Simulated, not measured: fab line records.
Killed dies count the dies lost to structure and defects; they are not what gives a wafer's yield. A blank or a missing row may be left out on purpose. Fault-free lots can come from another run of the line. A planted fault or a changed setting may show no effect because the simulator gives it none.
Which of the tools did it? ; flow n5Finfet ; 34 wafers from 12 lots sampled at 4 of the route's 1938 steps

WHAT EACH GAUGE READ, for each wafer
No reading from a measuring or inspecting step in the record can be judged against a usual standard deviation.

WHAT TOOL EACH LOT RAN ON (gives the tool, then ch and the chambers of the sampled wafers, and finally the start)
lot;N5_DUMMY_GATE_CVD_03;N5_MIM_BOT_ETCH_ETCH_00;N5_PASSIVATION_STRIP_34;N5_PASSIVATION_PROBE_49
L734;lpcvd-02 ch 1/109,1/90,1/95, day 2 18:50;rieMetal-02 ch 0,1, day 12 13:25;rieDiel-05 ch 1,2, day 12 17:04;-
L735;lpcvd-01 ch 0/50,0/59,0/64, day 3 03:36;rieMetal-01 ch 0,1, day 12 08:43;rieDiel-05 ch 1,2, day 12 13:09;-
L737;lpcvd-01 ch 1/45,1/50,1/54, day 3 15:26;rieMetal-02 ch 0,1, day 13 03:01;rieDiel-05 ch 0,2, day 13 11:11;-
L739;lpcvd-02 ch 1/75,1/79,1/89, day 4 00:24;rieMetal-01 ch 0,1, day 13 16:01;rieDiel-04 ch 0,1,3, day 13 21:17;prober-02, day 14 02:03
L741;lpcvd-02 ch 1/65,1/70,1/75, day 4 12:38;rieMetal-03 ch 0,1, day 13 17:10;rieDiel-01 ch 0,1,3, day 13 21:15;prober-02, day 14 01:31
L745;lpcvd-01 ch 0/65,0/70,0/89, day 5 15:35;rieMetal-02 ch 0,1, day 15 09:32;rieDiel-05 ch 2,3, day 15 16:53;-
L750;lpcvd-02 ch 1/45,1/54,1/64, day 7 00:09;rieMetal-03 ch 0,1, day 16 12:04;rieDiel-04 ch 0,2, day 16 16:55;-
L751;lpcvd-01 ch 0/45,0/64, day 7 05:50;rieMetal-02 ch 0, day 16 17:46;rieDiel-04 ch 0,2, day 16 22:58;-
L752;lpcvd-01 ch 0/100,0/95, day 7 09:29;rieMetal-03 ch 1, day 17 06:23;rieDiel-05 ch 2,3, day 17 09:58;-
L753;lpcvd-02 ch 0/15,0/34,0/39, day 7 15:31;rieMetal-02 ch 0, day 17 05:28;rieDiel-01 ch 0,3, day 17 09:43;-
L754;lpcvd-02 ch 1/109,1/90,1/95, day 7 20:31;rieMetal-03 ch 0,1, day 17 21:21;rieDiel-04 ch 0,1,3, day 18 02:04;-
L756;lpcvd-02 ch 0/75,0/84,0/89, day 8 06:50;rieMetal-03 ch 0,1, day 17 21:05;rieDiel-04 ch 0,3, day 18 01:10;-
- N5_DUMMY_GATE_CVD_03: deposits a-Si from SiH4, target thk 150 nm, time 8042 s.
- N5_MIM_BOT_ETCH_ETCH_00: etches TiN in Cl2/BCl3, target depth 45.5 nm.
- N5_PASSIVATION_STRIP_34: strips in O2.
- N5_PASSIVATION_PROBE_49

WHAT THE TOOLS THEMSELVES READ (means of the sampled wafers that have a number; where no wafer has one, the mark that the record gives instead)
N5_DUMMY_GATE_CVD_03. Usual: zonePowerCentrePct 7.3 %, standard deviation 0.79.
lot;tool;zonePowerCentrePct (%);flag
L734;lpcvd-02;7.4;
L735;lpcvd-01;6.1;
L737;lpcvd-01;7.7;
L739;lpcvd-02;7.5;
L741;lpcvd-02;7.5;
L745;lpcvd-01;6.1;
L750;lpcvd-02;7.5;
L751;lpcvd-01;6.1;
L752;lpcvd-01;6.1;
L753;lpcvd-02;8.5;
L754;lpcvd-02;7.5;
L756;lpcvd-02;8.5;

N5_MIM_BOT_ETCH_ETCH_00. Usual: biasW 126.0 W, standard deviation 0.39; drypumpMotorCurrentA 5.9 A, standard deviation 0.36; heBacksideLeakSccm 3.49 sccm, standard deviation 0.19; oesProductAu 0.78 a.u., standard deviation 0.09; throttleValvePct 22.10 %, standard deviation 0.28.
lot;tool;biasW (W);drypumpMotorCurrentA (A);heBacksideLeakSccm (sccm);oesProductAu (a.u.);throttleValvePct (%);flag
L734;rieMetal-02;126.0;6.2;3.56;0.75;22.28;
L735;rieMetal-01;126.1;5.4;3.45;0.76;21.98;
L737;rieMetal-02;126.1;6.0;3.58;0.73;22.31;
L739;rieMetal-01;125.7;5.4;3.45;0.74;21.99;
L741;rieMetal-03;125.8;6.0;3.59;0.69;22.08;
L745;rieMetal-02;125.6;6.1;3.53;0.71;22.34;
L750;rieMetal-03;125.7;6.0;3.53;0.91;21.76;
L751;rieMetal-02;125.9;6.0;3.66;0.70;22.36;
L752;rieMetal-03;126.0;6.0;3.61;0.94;21.57;
L753;rieMetal-02;126.4;5.9;3.52;0.69;22.37;
L754;rieMetal-03;126.1;6.0;3.46;0.89;21.78;
L756;rieMetal-03;126.0;6.0;3.56;0.88;21.78;

N5_PASSIVATION_STRIP_34. Usual: drypumpMotorCurrentA 5.5 A, standard deviation 0.37; oesProductAu 0.80 a.u., standard deviation 0.083; rfVppV 3.8 V, standard deviation 1.5; showerheadPlenumPTorr 2.08 Torr, standard deviation 0.091; throttleValvePct 16.64 %, standard deviation 0.29.
lot;tool;drypumpMotorCurrentA (A);oesProductAu (a.u.);rfVppV (V);showerheadPlenumPTorr (Torr);throttleValvePct (%);flag
L734;rieDiel-05;5.7;0.74;1.8;1.96;16.96;
L735;rieDiel-05;5.6;0.75;5.3;1.99;16.73;
L737;rieDiel-05;5.4;0.72;4.9;1.94;17.06;
L739;rieDiel-04;5.6;0.86;3.0;2.15;16.34;
L741;rieDiel-01;5.7;0.75;4.4;2.08;16.70;
L745;rieDiel-05;5.5;0.78;5.1;1.99;16.97;
L750;rieDiel-04;5.8;0.83;3.7;2.11;16.64;
L751;rieDiel-04;5.8;0.84;4.7;2.11;16.57;
L752;rieDiel-05;5.3;0.78;7.9;2.02;16.86;
L753;rieDiel-01;6.0;0.90;4.2;2.11;16.54;
L754;rieDiel-04;5.5;0.82;4.7;2.14;16.40;
L756;rieDiel-04;5.7;0.79;2.5;2.12;16.42;

N5_PASSIVATION_PROBE_49. Usual: defectLimitedYield 91.1 %, standard deviation 1.6; killed_at_M0_to_M3 35, standard deviation 11; killed_at_M4_up 13, standard deviation 5.4; killedAtContacts 13, standard deviation 6.5; killedAtFrontEnd 40, standard deviation 14; killedAtOther 4, standard deviation 3.1; killedDies 105, standard deviation 18; killedOnRim 14, standard deviation 4.1; killedOpen 69, standard deviation 14; killedShort 34, standard deviation 7.3; sort_bin_5_function 5.2 %, standard deviation 0.96; sort_bin_6_memory 3.4 %, standard deviation 0.77; sort_bin_8_speed 0.02 %, standard deviation 0.13; sortNPass 1075, standard deviation 19.
lot;tool;defectLimitedYield (%);killed_at_M0_to_M3;killed_at_M4_up;killedAtContacts;killedAtFrontEnd;killedAtOther;killedDies;killedOnRim;killedOpen;killedShort;sort_bin_5_function (%);sort_bin_6_memory (%);sort_bin_8_speed (%);sortNPass;flag
L739;prober-02;84.8;35;10;18;114;3;180;30;69;30;9.1;3.8;0.00;1000;OFF
L741;prober-02;85.9;29;6;10;116;7;167;27;59;32;8.0;4.0;0.00;1013;OFF

THE ANSWER, worked out from the rows above alone
Rule: a lot counts as off when the mean over its wafers that have a number is more than 3 standard deviations away from the usual mean. Also off: a lot with no number at a reading for which 4 or more lots have one. All remaining lots with rows at the step are treated as sound. Order of review: gauges by route order, followed by the tools' own readings, for which a lot's mean as printed above is used. At the first step where some lot is off, the reading lying furthest off is the one used; lots without a number count as furthest.
Off, at N5_PASSIVATION_PROBE_49 on killedAtFrontEnd: L739, L741. Neither off nor sound, because the step has no rows for them: L734, L735, L737, L745, L750, L751, L752, L753, L754, L756.
A tool fits if, at that step or a process step before it, it ran every lot that is off, and no sound lot after the first of them. This does not decide it: 2 tools fit, namely lpcvd-02 at N5_DUMMY_GATE_CVD_03 and prober-02 at N5_PASSIVATION_PROBE_49.

WHAT HAD BEEN PUT IN BY THE SIMULATOR
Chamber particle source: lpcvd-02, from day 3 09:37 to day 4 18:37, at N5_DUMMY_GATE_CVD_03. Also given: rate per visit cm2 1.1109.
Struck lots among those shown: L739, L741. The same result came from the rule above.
